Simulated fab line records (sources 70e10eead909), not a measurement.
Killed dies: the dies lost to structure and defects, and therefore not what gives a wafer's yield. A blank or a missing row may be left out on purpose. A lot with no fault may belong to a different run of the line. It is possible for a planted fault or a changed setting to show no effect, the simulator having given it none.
fab line records	flow nand-harc
record: lots: 6	wafers: 18	last-day: 32
route steps=1302 shown A_DECK1_JOINT@539 A_ONON_D2@545 END@1302
lots with no fault: from the same line, run without faults
start-h: hours from the record's first day to the start of the lot's first wafer shown	wait-h: time in hours since the lot's previous step	" repeats the value in the row above	L1.1+2: a single row standing in for several wafers	- no value, or no start was given	* or withheld: withheld	< > ~ a bound
route shown NAME@n: NAME is a module with steps in the file, n the number in the route of the first one	usual: mean/standard deviation taken from wafers without a fault	same: alike in all rows	chamber/n: place in a boat	sites: the reading at each site	_std_site: standard deviation of those values	_edge_site: mean of outer sites minus mean of inner sites	radius-mm: how far each site lies from the wafer's centre	mask NAME#n: copy n	behind: tool/chamber where the wafer was last shaped	hold: why the lot went on hold/how many hours it stayed there/how the hold came to an end	device: names the non-switching transistor (n, p or np)	end of line: tests run on the same wafers once the route is complete	a step with no rows: only its recipe	killed: dies that structure and defects cost at the first sort, which is not the same as the wafer's yield	map: the dies of a wafer, with x for killed, . for not killed, _ for no die there
set.NAME: the setting the step ran with; set.NAME@STEP: the setting that earlier step ran with	model.NAME: the simulator's own value behind a step, which no gauge read
a table for each step, a row for each wafer; lots at some steps of the route
services: a tool's chamber out of use, with start hour (start-h, from the record's first day; less than 0 if before it), hours out, and reason
== steps ==
step: NHARC_A_DECK1_JOINT_CMP_02
recipe: material: SiOx
usual: motor-current-A: 11.9/1.1
lot.wafer	tool	chamber	start-h	wait-h	motor-current-A
L979.3	cmp-04	1	279.28	0.4	10.2
L979.6	"	1	"	"	10.5
L979.5	"	2	"	"	12.4
L986.3	cmp-03	1	355.85	0.4	10.4
L986.1	"	2	"	"	13.0
L986.6	"	0	"	"	12.2
L990.4	cmp-04	2	386.76	0.4	12.4
L990.3	"	0	"	"	11.2
L990.5	"	3	"	"	10.1
L995.1	cmp-02	3	440.48	0.4	13.2
L995.3	"	1	"	"	12.2
L995.5	"	3	"	"	13.8
L998.3	cmp-04	3	475.40	0.4	10.0
L998.1	"	1	"	"	10.9
L998.4	"	2	"	"	11.8
L999.1	cmp-02	2	483.82	0.4	11.9
L999.4	"	0	"	"	13.2
L999.2	"	1	"	"	11.4
step: NHARC_A_DECK1_JOINT_SRD_15
step: NHARC_A_DECK1_JOINT_DEP_16
recipe: target-thk-a: 450	temp-c: 400	pressure-torr: 6.5	rf-w: 900	teos-flow-sccm: 161.4	flow-sccm: 2650	target-thk-nm: 45	gas: O2	material: SiO2
usual: heater-power-w: 516/63	throttle-valve-pct: 16.1/0.51
lot.wafer	tool	chamber	start-h	wait-h	heater-power-w	since-wet-clean-h	throttle-valve-pct
L979.3	pecvd-02	1	279.73	0.1	522	38	15.4
L979.5	"	2	"	"	421	-	16.6
L979.6	"	1	"	"	512	-	15.3
L986.3	pecvd-03	0	356.19	0.1	471	158	16.1
L986.1	"	1	"	"	433	158	15.3
L986.6	"	0	"	"	467	-	15.7
L990.3	pecvd-02	0	387.17	0.1	467	145	16.7
L990.4	"	0	"	"	461	-	16.7
L990.5	"	1	"	"	414	-	15.6
L995.1	pecvd-02	2	440.88	0.1	555	18	16.6
L995.3	"	1	"	"	425	18	16.0
L995.5	"	2	"	"	553	-	16.8
L998.1	pecvd-02	0	475.84	0.1	412	53	16.1
L998.3	"	1	"	"	417	53	16.0
L998.4	"	1	"	"	420	-	15.8
L999.2	pecvd-03	1	484.21	0.1	499	105	15.1
L999.1	"	2	"	"	479	105	15.8
L999.4	"	2	"	"	463	-	15.7
step: NHARC_A_DECK1_JOINT_THK_MEAS_17
recipe: thk-meas-gauge: ellipsometry
usual: thk-nm: 45.0/1.1
lot.wafer	tool	chamber	start-h	wait-h	thk-nm
L979.3	film-metro-01	-	279.96	0.2	45.2
L979.5	"	-	"	"	45.5
L979.6	"	-	"	"	45.2
L986.1	film-metro-01	-	356.47	0.2	45.4
L986.3	"	-	"	"	42.6
L986.6	"	-	"	"	44.8
L990.3	film-metro-01	-	387.42	0.2	42.8
L990.4	"	-	"	"	45.2
L990.5	"	-	"	"	46.3
L995.1	film-metro-02	-	441.16	0.3	45.1
L995.3	"	-	"	"	42.9
L995.5	"	-	"	"	47.0
L998.1	film-metro-01	-	476.10	0.2	45.4
L998.3	"	-	"	"	44.0
L998.4	"	-	"	"	47.4
L999.1	film-metro-02	-	484.49	0.2	45.4
L999.2	"	-	"	"	45.8
L999.4	"	-	"	"	43.9
step: NHARC_A_DECK1_JOINT_INSPECT_05
usual: raw-defect-count: 333/130
lot.wafer	tool	chamber	start-h	wait-h	raw-defect-count
L979.3	defect-inspect-01	-	279.99	0.0	225
L979.5	"	-	"	"	295
L979.6	"	-	"	"	226
L986.1	defect-inspect-01	-	356.51	0.0	173
L986.3	"	-	"	"	208
L986.6	"	-	"	"	173
L990.3	defect-inspect-02	-	387.46	0.0	221
L990.4	"	-	"	"	323
L990.5	"	-	"	"	474
L995.1	defect-inspect-02	-	441.20	0.0	329
L995.3	"	-	"	"	423
L995.5	"	-	"	"	404
L998.1	defect-inspect-01	-	476.13	0.0	231
L998.3	"	-	"	"	409
L998.4	"	-	"	"	378
L999.1	defect-inspect-01	-	484.52	0.0	384
L999.2	"	-	"	"	366
L999.4	"	-	"	"	244
step: NHARC_A_ONON_D2_DEP_00
recipe: target-thk-a: 10000	n2-flow-sccm: 2750	n2o-flow-sccm: 2000	nh3-flow-sccm: 500	sih4-flow-sccm: 210	temp-c: 400
step: NHARC_A_ONON_D2_THK_MEAS_02
recipe: thk-meas-gauge: ellipsometry
usual: thk-nm: 999/9.3
lot.wafer	tool	chamber	start-h	wait-h	thk-nm
L979.3	film-metro-02	-	280.57	-	995
L979.5	"	-	"	"	995
L979.6	"	-	"	"	995
L986.1	film-metro-02	-	357.08	-	971
L986.3	"	-	"	"	968
L986.6	"	-	"	"	972
L990.3	film-metro-01	-	388.04	-	989
L990.4	"	-	"	"	989
L990.5	"	-	"	"	991
L995.1	film-metro-01	-	441.77	-	994
L995.3	"	-	"	"	992
L995.5	"	-	"	"	993
L998.1	film-metro-01	-	476.73	-	1005
L998.3	"	-	"	"	1003
L998.4	"	-	"	"	1004
L999.1	film-metro-02	-	485.09	-	1010
L999.2	"	-	"	"	1009
L999.4	"	-	"	"	1007
step: NHARC_A_ONON_D2_DEP_03
recipe: target-thk-a: 10000	n2-flow-sccm: 2750	n2o-flow-sccm: 2000	nh3-flow-sccm: 500	sih4-flow-sccm: 210	temp-c: 400
step: NHARC_A_ONON_D2_THK_MEAS_05
recipe: thk-meas-gauge: ellipsometry
usual: thk-nm: 996/8.7
lot.wafer	tool	chamber	start-h	wait-h	thk-nm
L979.3	film-metro-02	-	281.14	-	989
L979.5	"	-	"	"	988
L979.6	"	-	"	"	988
L986.1	film-metro-01	-	357.64	-	1016
L986.3	"	-	"	"	1017
L986.6	"	-	"	"	1015
L990.3	film-metro-02	-	388.89	-	1002
L990.4	"	-	"	"	1001
L990.5	"	-	"	"	1002
L995.1	film-metro-01	-	442.33	-	987
L995.3	"	-	"	"	987
L995.5	"	-	"	"	987
L998.1	film-metro-02	-	477.30	-	978
L998.3	"	-	"	"	978
L998.4	"	-	"	"	979
L999.1	film-metro-02	-	485.66	-	992
L999.2	"	-	"	"	994
L999.4	"	-	"	"	993
step: NHARC_A_ONON_D2_DEP_06
recipe: target-thk-a: 10000	n2-flow-sccm: 2750	n2o-flow-sccm: 2000	nh3-flow-sccm: 500	sih4-flow-sccm: 210	temp-c: 400
step: NHARC_A_ONON_D2_THK_MEAS_08
recipe: thk-meas-gauge: ellipsometry
usual: thk-nm: 1000/7.7
lot.wafer	tool	chamber	start-h	wait-h	thk-nm
L979.3	film-metro-01	-	281.71	-	1003
L979.5	"	-	"	"	1001
L979.6	"	-	"	"	1002
L986.1	film-metro-01	-	358.21	-	997
L986.3	"	-	"	"	995
L986.6	"	-	"	"	994
L990.3	film-metro-01	-	389.46	-	988
L990.4	"	-	"	"	988
L990.5	"	-	"	"	987
L995.1	film-metro-01	-	442.91	-	1001
L995.3	"	-	"	"	999
L995.5	"	-	"	"	998
L998.1	film-metro-02	-	477.87	-	1000
L998.3	"	-	"	"	1002
L998.4	"	-	"	"	1001
L999.1	film-metro-01	-	486.23	-	999
L999.2	"	-	"	"	999
L999.4	"	-	"	"	1000
step: NHARC_A_ONON_D2_DEP_09
recipe: target-thk-a: 10000	n2-flow-sccm: 2750	n2o-flow-sccm: 2000	nh3-flow-sccm: 500	sih4-flow-sccm: 210	temp-c: 400
lot.wafer	tool	chamber	start-h	wait-h
L979.3+5+6	pecvd-onon-02	0	281.88	0.2
L986.1+3+6	pecvd-onon-01	0	358.27	0.1
L990.3+4+5	pecvd-onon-01	0	389.63	0.2
L995.1+3+5	pecvd-onon-02	0	442.96	0.1
L998.1+3+4	pecvd-onon-02	0	477.92	0.1
L999.1+2+4	pecvd-onon-01	0	486.29	0.1
step: NHARC_A_ONON_D2_THK_MEAS_11
recipe: thk-meas-gauge: ellipsometry
usual: thk-nm: 1003/10
lot.wafer	tool	chamber	start-h	wait-h	thk-nm
L979.3	film-metro-01	-	282.27	-	997
L979.5	"	-	"	"	996
L979.6	"	-	"	"	999
L986.1	film-metro-01	-	358.78	-	989
L986.3	"	-	"	"	555
L986.6	"	-	"	"	989
L990.3	film-metro-02	-	390.02	-	570
L990.4	"	-	"	"	569
L990.5	"	-	"	"	1003
L995.1	film-metro-02	-	443.47	-	1007
L995.3	"	-	"	"	1006
L995.5	"	-	"	"	1006
L998.1	film-metro-02	-	478.43	-	1008
L998.3	"	-	"	"	1008
L998.4	"	-	"	"	1009
L999.1	film-metro-01	-	486.79	-	1005
L999.2	"	-	"	"	1005
L999.4	"	-	"	"	1006
step: NHARC_A_ONON_D2_DEP_12
recipe: target-thk-a: 10000	n2-flow-sccm: 2750	n2o-flow-sccm: 2000	nh3-flow-sccm: 500	sih4-flow-sccm: 210	temp-c: 400
step: NHARC_END_SORT_01
recipe: temp-c: 25
usual: killed-at-array: 49/18	killed-at-other: 0.7/1.1	killed-at-periphery: 4.0/2.6	killed-dies: 54/19	killed-open: 3.4/1.7	killed-short: 2.5/1.7
same: gross-dies: 677
lot.wafer	tool	chamber	start-h	wait-h	killed-at-array	killed-at-other	killed-at-periphery	killed-dies	killed-open	killed-short
L979.3	prober-02	0	560.99	3.1	30	0	7	37	3	3
L979.5	prober-02	0	562.59	3.7	37	0	8	45	2	6
L979.6	prober-02	0	563.40	4.0	35	0	6	41	4	4
L986.1	prober-02	0	649.60	2.5	78	6	6	90	4	2
L986.3	prober-02	0	651.18	3.1	670	2	5	677	6	7
L986.6	prober-02	0	653.54	3.9	66	3	7	76	5	4
L990.3	prober-02	0	680.68	3.2	673	0	4	677	3	2
L990.4	prober-02	0	681.50	3.5	671	0	6	677	2	3
L995.1	prober-01	0	735.02	2.5	64	0	6	70	5	2
L995.3	prober-01	0	736.60	3.1	59	0	3	62	5	1
L995.5	prober-01	0	738.19	3.7	69	2	3	74	6	3
L998.1	prober-01	0	759.73	2.4	58	0	1	59	1	3
L998.3	prober-01	0	761.35	3.1	42	1	2	45	4	3
L998.4	prober-01	0	762.16	3.4	60	0	5	65	4	3
killed by level:class
L979.3 A_CHANNEL_HOLE_D2:chamber-film-flake=11 A_STAIRCASE:chamber-film-flake=7 P_BONDPAD:chamber-film-flake=3 A_WL_FILL:chamber-film-flake=3 P_ZERO_WELL:chamber-film-flake=2 A_CHANNEL_HOLE_D1:chamber-film-flake=2 A_CONTACT:chamber-film-flake=2 P_CONTACT:geometric-particle:open=1
L979.5 A_CHANNEL_HOLE_D2:chamber-film-flake=23 P_BONDPAD:chamber-film-flake=6 A_WL_FILL:geometric-particle:short=3 A_STAIRCASE:chamber-film-flake=3 A_WL_FILL:chamber-film-flake=2 A_CONTACT:chamber-film-flake=2 P_M0:geometric-particle:open=1 P_M0:geometric-particle:short=1
L979.6 A_CHANNEL_HOLE_D2:chamber-film-flake=12 A_WL_FILL:chamber-film-flake=6 A_CHANNEL_HOLE_D1:chamber-film-flake=5 P_BONDPAD:chamber-film-flake=4 A_STAIRCASE:chamber-film-flake=3 A_BLC:geometric-particle:short=2 P_M0:geometric-particle:open=1 A_ONON_D1:geometric-particle:short=1
L986.1 A_CHANNEL_HOLE_D2:chamber-film-flake=33 A_SLIT:chamber-film-flake=31 THIN_TSV:chamber-film-flake=6 P_M2:chamber-film-flake=3 P_STI:chamber-film-flake=2 A_CHANNEL_HOLE_D1:chamber-film-flake=2 A_CHANNEL_FILL_D2:chamber-film-flake=2 A_CONTACT:chamber-film-flake=2
L986.3 A_ONON_D2:area-dep=594 A_CHANNEL_HOLE_D2:chamber-film-flake=34 A_SLIT:chamber-film-flake=19 A_CHANNEL_HOLE_D1:chamber-film-flake=3 A_STAIRCASE:chamber-film-flake=3 A_M0:chamber-film-flake=3 A_ONON_D1:geometric-particle:short=2 A_ONON_D1:geometric-particle:open=2
L986.6 A_SLIT:chamber-film-flake=30 A_CHANNEL_HOLE_D2:chamber-film-flake=16 A_CHANNEL_HOLE_D1:chamber-film-flake=5 P_ZERO_WELL:chamber-film-flake=3 A_CHANNEL_FILL_D2:chamber-film-flake=3 THIN_TSV:chamber-film-flake=3 A_CHANNEL_FILL_D1:geometric-particle:short=2 P_M2:chamber-film-flake=2
L990.3 A_ONON_D2:area-dep=646 A_CHANNEL_HOLE_D2:chamber-film-flake=10 A_CHANNEL_HOLE_D1:chamber-film-flake=8 A_STAIRCASE:chamber-film-flake=4 A_CONTACT:chamber-film-flake=2 P_CONTACT:geometric-particle:short=1 P_CONTACT:geometric-particle:open=1 P_M1:geometric-particle:open=1
L990.4 A_ONON_D2:area-dep=640 A_CHANNEL_HOLE_D2:chamber-film-flake=17 A_CHANNEL_HOLE_D1:chamber-film-flake=5 P_GATE:chamber-film-flake=2 A_ZERO_WELL:chamber-film-flake=2 A_SLIT:chamber-film-flake=2 P_GATE:geometric-particle:open=1 P_CONTACT:geometric-particle:short=1
L995.1 A_SLIT:chamber-film-flake=21 A_CHANNEL_HOLE_D1:chamber-film-flake=18 A_CHANNEL_HOLE_D2:chamber-film-flake=13 A_CONTACT:chamber-film-flake=4 A_CHANNEL_FILL_D2:geometric-particle:open=2 P_CONTACT:geometric-particle:open=1 P_M0:geometric-particle:open=1 P_M1:geometric-particle:short=1
L995.3 A_CHANNEL_HOLE_D1:chamber-film-flake=18 A_CHANNEL_HOLE_D2:chamber-film-flake=15 A_SLIT:chamber-film-flake=14 A_WL_FILL:chamber-film-flake=3 A_CONTACT:chamber-film-flake=3 P_M0:geometric-particle:open=2 P_CONTACT:geometric-particle:open=1 A_CHANNEL_HOLE_D1:geometric-particle:open=1
L995.5 A_SLIT:chamber-film-flake=22 A_CHANNEL_HOLE_D2:chamber-film-flake=17 A_CHANNEL_HOLE_D1:chamber-film-flake=16 A_CONTACT:chamber-film-flake=4 A_WL_FILL:geometric-particle:open=2 A_CHANNEL_FILL_D1:chamber-film-flake=2 P_CONTACT:geometric-particle:open=1 P_CONTACT:geometric-particle:short=1
L998.1 A_SLIT:chamber-film-flake=24 A_CHANNEL_HOLE_D1:chamber-film-flake=13 A_STAIRCASE:chamber-film-flake=7 A_CONTACT:chamber-film-flake=4 A_DECK1_JOINT:chamber-film-flake=3 A_CHANNEL_HOLE_D2:chamber-film-flake=3 A_ONON_D1:geometric-particle:short=1 A_CHANNEL_FILL_D2:geometric-particle:short=1
L998.3 A_SLIT:chamber-film-flake=20 A_CHANNEL_HOLE_D1:chamber-film-flake=6 A_CHANNEL_HOLE_D2:chamber-film-flake=4 A_CONTACT:chamber-film-flake=4 P_CONTACT:geometric-particle:open=2 A_STAIRCASE:chamber-film-flake=2 A_DECK1_JOINT:geometric-particle:short=1 A_CHANNEL_FILL_D2:geometric-particle:open=1
L998.4 A_SLIT:chamber-film-flake=28 A_CHANNEL_HOLE_D1:chamber-film-flake=7 A_CONTACT:chamber-film-flake=7 A_STAIRCASE:chamber-film-flake=5 A_DECK1_JOINT:chamber-film-flake=4 A_CHANNEL_HOLE_D2:chamber-film-flake=4 P_M0:geometric-particle:open=2 P_STI:geometric-particle:short=1
map L986.3 (x killed, . not)
____________x____________
_________xxxxxxx_________
_______xxxxxxxxxxx_______
______xxxxxxxxxxxxx______
_____xxxxxxxxxxxxxxx_____
____xxxxxxxxxxxxxxxxx____
____xxxxxxxxxxxxxxxxx____
___xxxxxxxxxxxxxxxxxxx___
___xxxxxxxxxxxxxxxxxxx___
__xxxxxxxxxxxxxxxxxxxxx__
__xxxxxxxxxxxxxxxxxxxxx__
_xxxxxxxxxxxxxxxxxxxxxxx_
_xxxxxxxxxxxxxxxxxxxxxxx_
_xxxxxxxxxxxxxxxxxxxxxxx_
_xxxxxxxxxxxxxxxxxxxxxxx_
_xxxxxxxxxxxxxxxxxxxxxxx_
xxxxxxxxxxxxxxxxxxxxxxxxx
xxxxxxxxxxxxxxxxxxxxxxxxx
xxxxxxxxxxxxxxxxxxxxxxxxx
xxxxxxxxxxxxxxxxxxxxxxxxx
xxxxxxxxxxxxxxxxxxxxxxxxx
_xxxxxxxxxxxxxxxxxxxxxxx_
_xxxxxxxxxxxxxxxxxxxxxxx_
_xxxxxxxxxxxxxxxxxxxxxxx_
_xxxxxxxxxxxxxxxxxxxxxxx_
_xxxxxxxxxxxxxxxxxxxxxxx_
__xxxxxxxxxxxxxxxxxxxxx__
__xxxxxxxxxxxxxxxxxxxxx__
___xxxxxxxxxxxxxxxxxxx___
___xxxxxxxxxxxxxxxxxxx___
____xxxxxxxxxxxxxxxxx____
____xxxxxxxxxxxxxxxxx____
_____xxxxxxxxxxxxxxx_____
______xxxxxxxxxxxxx______
_______xxxxxxxxxxx_______
_________xxxxxxx_________
____________x____________
map L990.3 (x killed, . not)
____________x____________
_________xxxxxxx_________
_______xxxxxxxxxxx_______
______xxxxxxxxxxxxx______
_____xxxxxxxxxxxxxxx_____
____xxxxxxxxxxxxxxxxx____
____xxxxxxxxxxxxxxxxx____
___xxxxxxxxxxxxxxxxxxx___
___xxxxxxxxxxxxxxxxxxx___
__xxxxxxxxxxxxxxxxxxxxx__
__xxxxxxxxxxxxxxxxxxxxx__
_xxxxxxxxxxxxxxxxxxxxxxx_
_xxxxxxxxxxxxxxxxxxxxxxx_
_xxxxxxxxxxxxxxxxxxxxxxx_
_xxxxxxxxxxxxxxxxxxxxxxx_
_xxxxxxxxxxxxxxxxxxxxxxx_
xxxxxxxxxxxxxxxxxxxxxxxxx
xxxxxxxxxxxxxxxxxxxxxxxxx
xxxxxxxxxxxxxxxxxxxxxxxxx
xxxxxxxxxxxxxxxxxxxxxxxxx
xxxxxxxxxxxxxxxxxxxxxxxxx
_xxxxxxxxxxxxxxxxxxxxxxx_
_xxxxxxxxxxxxxxxxxxxxxxx_
_xxxxxxxxxxxxxxxxxxxxxxx_
_xxxxxxxxxxxxxxxxxxxxxxx_
_xxxxxxxxxxxxxxxxxxxxxxx_
__xxxxxxxxxxxxxxxxxxxxx__
__xxxxxxxxxxxxxxxxxxxxx__
___xxxxxxxxxxxxxxxxxxx___
___xxxxxxxxxxxxxxxxxxx___
____xxxxxxxxxxxxxxxxx____
____xxxxxxxxxxxxxxxxx____
_____xxxxxxxxxxxxxxx_____
______xxxxxxxxxxxxx______
_______xxxxxxxxxxx_______
_________xxxxxxx_________
____________x____________
== services ==
tool	chamber	start-h	hours	kind
cmp-03	-	260.00	4.0	pm
pecvd-02	0	269.16	7.5	repair
pecvd-onon-01	-	269.21	13.0	pm
pecvd-02	2	274.25	2.3	repair
cmp-04	-	296.12	1.5	repair
cmp-04	-	307.00	4.0	pm
cmp-02	-	311.35	2.1	repair
pecvd-02	2	324.58	11.8	repair
cmp-02	-	330.72	4.0	pm
pecvd-03	2	337.48	3.6	repair
cmp-04	-	337.87	3.2	repair
cmp-02	-	341.59	5.8	repair
pecvd-onon-01	-	350.21	2.7	repair
cmp-03	-	358.00	4.0	pm
pecvd-03	-	366.09	13.0	pm
pecvd-onon-02	-	366.54	13.0	pm
cmp-04	-	405.00	4.0	pm
pecvd-02	-	409.82	13.0	pm
pecvd-02	0	409.82	13.0	vent-cycle
cmp-03	-	415.02	0.7	repair
cmp-02	-	428.72	4.0	pm
pecvd-onon-01	-	450.21	13.0	pm
cmp-03	-	456.00	4.0	pm
cmp-02	-	457.64	0.5	repair
== key ==
first-sign: step: NHARC_A_ONON_D2_THK_MEAS_11	reading: thk-nm	direction: down	sigmas: 43	usual: 1003	struck: 564
effect: step: NHARC_END_SORT_01	reading: killed-at-array	direction: up	sigmas: 34	usual: 49	struck: 671
more-kills-born-at: NHARC_A_ONON_D2_DEP_09@pecvd-onon-01: 1880
met-at NHARC_A_ONON_D2_DEP_09
struck-wafers L986.3,L990.3,L990.4
later-rows-left-out L986.3,L990.3,L990.4
tester-left-out L986,L990
fault: kind: process-parameter-drift	tool: pecvd-onon-01	chamber: -	onset-h: 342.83	steps: NHARC_A_ONON_D2_DEP_09	channel: target-thk-a	offset: *	shape: step	end-h: 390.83	scope: struck-wafers-only	acts-in: *	stated: *
tester-left-out: of these lots the tester's yield and bins aren't shown, on N5 and GAA mostly nor the transistor test; their killed dies are dies lost to structure and defects alone, not to doping, threshold or leakage, so they don't give the yield
later-rows-left-out: the simulator's readings of these wafers behind a module that went badly wrong aren't trusted and aren't shown, but for the sort
